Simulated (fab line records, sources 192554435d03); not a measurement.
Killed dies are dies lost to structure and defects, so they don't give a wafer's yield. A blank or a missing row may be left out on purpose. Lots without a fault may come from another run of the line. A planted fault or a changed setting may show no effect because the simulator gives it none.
One fault seen from 2 desks | flow n5_finfet | each desk has only its own numbers; what lay behind them comes last

THE METROLOGY DESK
What the gauges read, lot by lot, whatever tool the lot ran on: means of the sampled wafers that have a number. A lot is out of limits, marked OUT, if its mean lies more than 4 standard deviations from the usual mean; the brackets give that distance.
Columns: A = M14_THK at N5_BEOL_M14_THK_MEAS_50, usual 557 nm; B = M15_ILD_THK at N5_BEOL_M15_THK_MEAS_01, usual 1628 nm
lot  | first seen here | A   | B
L377 | day 12 12:01    | 558 | 1645
L379 | day 13 05:06    | 562 | 1661
L381 | day 13 07:34    | 555 | 1606
L380 | day 13 07:44    | 550 | 1610
L384 | day 14 14:52    | 559 | 1641
L386 | day 14 15:32    | 559 | 1655
L388 | day 16 03:34    | 560 | 1664
L391 | day 16 05:08    | 552 | 1673
L392 | day 16 14:24    | 568 | 1630
L396 | day 17 03:41    | 551 | 1622
This desk's finding: nothing out of limits on any of the 10 lots.

THE TOOL OWNER'S DESK: pecvd-03
The tool's own readings at N5_BEOL_M15_ILD_DEP_00 (deposits SiO2 from TEOS/O2, target thk 1629.3 nm, time 346.1 s): means of the sampled wafers that have a number, for each lot that ran on this tool. A lot is out of limits, marked OUT, if its mean lies more than 4 standard deviations from the usual mean; the brackets give that distance.
Columns: A = heater_power_w at N5_BEOL_M15_ILD_DEP_00, usual 514 W; B = run_length_s at N5_BEOL_M15_ILD_DEP_00, usual 388.9 s; C = showerhead_plenum_p_Torr at N5_BEOL_M15_ILD_DEP_00, usual 8.36 Torr; D = susceptor_temp_C at N5_BEOL_M15_ILD_DEP_00, usual 400.02 C; E = throttle_valve_pct at N5_BEOL_M15_ILD_DEP_00, usual 18.8 %
lot  | first seen here | A   | B               | C    | D      | E
L380 | day 13 07:57    | 497 | 389.1           | 8.34 | 400.03 | 18.1
L384 | day 14 15:03    | 516 | 389.0           | 8.35 | 400.02 | 18.2
L388 | day 16 03:46    | 532 | 397.8 (+13) OUT | 8.43 | 399.93 | 19.9
L391 | day 16 05:19    | 554 | 397.9 (+14) OUT | 8.41 | 400.02 | 19.8
This desk's finding: out of limits on L388, L391; first on L388, day 16 03:46 (run_length_s at N5_BEOL_M15_ILD_DEP_00). In limits: L380, L384.

PUT TOGETHER
The tool owner's desk could have raised an alarm at day 16 03:46, on L388, L391.
The metrology desk saw nothing out of limits.
The metrology desk has L388, L391 on record, within its limits.
Of the lots named, all ran N5_BEOL_M15_ILD_DEP_00 on pecvd-03.

WHAT THE SIMULATOR HAD PUT IN
Process parameter drift: pecvd-03, from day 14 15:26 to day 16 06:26, at N5_BEOL_M15_ILD_DEP_00. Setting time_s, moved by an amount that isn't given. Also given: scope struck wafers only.
Lots struck among those shown: L388, L391.
Hours from the fault's start to each desk's first reading out of limits: the tool owner's desk, 36.
